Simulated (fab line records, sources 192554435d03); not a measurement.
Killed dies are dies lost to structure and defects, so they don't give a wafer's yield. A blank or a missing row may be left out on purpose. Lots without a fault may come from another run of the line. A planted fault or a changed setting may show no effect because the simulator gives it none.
Chamber matching | flow n5_finfet | N5_PMOS_HMC_CHANNEL_EPI_ETCH_32 on rie_diel-04: 4 sister chambers
The step etches BARC in N2/H2, stops on SiO2, target depth 85.8 nm, time 50.3 s. 8 wafers are shown with their chamber, then 9 later ones without.

WAFERS WITH THEIR CHAMBER
wafer  | chamber | showerhead_plenum_p_Torr (Torr) | drypump_motor_current_A (A)
L081.1 | 1       | 2.61                            | 5.4
L081.5 | 2       | 2.52                            | 6.1
L086.1 | 2       | 2.52                            | 6.1
L086.2 | 0       | 2.66                            | 5.3
L086.3 | 3       | 2.42                            | 6.7
L088.1 | 1       | 2.60                            | 5.4
L088.4 | 0       | 2.66                            | 5.4
L088.6 | 3       | 2.42                            | 6.9

WAFERS WITHOUT THEIR CHAMBER
wafer  | showerhead_plenum_p_Torr (Torr) | drypump_motor_current_A (A)
L091.2 | 2.60                            | 5.4
L091.4 | 2.42                            | 6.7
L091.6 | 2.52                            | 6.1
L092.2 | 2.42                            | 6.8
L092.3 | 2.66                            | 5.3
L092.5 | 2.60                            | 5.4
L093.1 | 2.42                            | 6.8
L093.4 | 2.60                            | 5.4
L093.6 | 2.42                            | 6.8

WHICH CHAMBER EACH WENT THROUGH
wafer  | from the rows above | in truth
L091.2 | 1                   | 1
L091.4 | 3                   | 3
L091.6 | 2                   | 2
L092.2 | 3                   | 3
L092.3 | 0                   | 0
L092.5 | 1                   | 1
L093.1 | 3                   | 3
L093.4 | 1                   | 1
L093.6 | 3                   | 3
Placed correctly: 9 of 9. Can't be placed from these rows: 0. Placed wrongly: 0.
How it was worked out, from the rows above alone: a wafer's distance from a chamber is the root of the sum, over the readings, of the square of ((its reading less the chamber's mean) divided by the reading's scatter). The wafer belongs to the nearest chamber; if the next one is less than 2 further off, it can't be placed. A chamber's mean is the mean of its shown wafers. The scatter: the root of (the sum of the squares of (reading less its chamber's mean) over the shown wafers, divided by (wafers less chambers)).
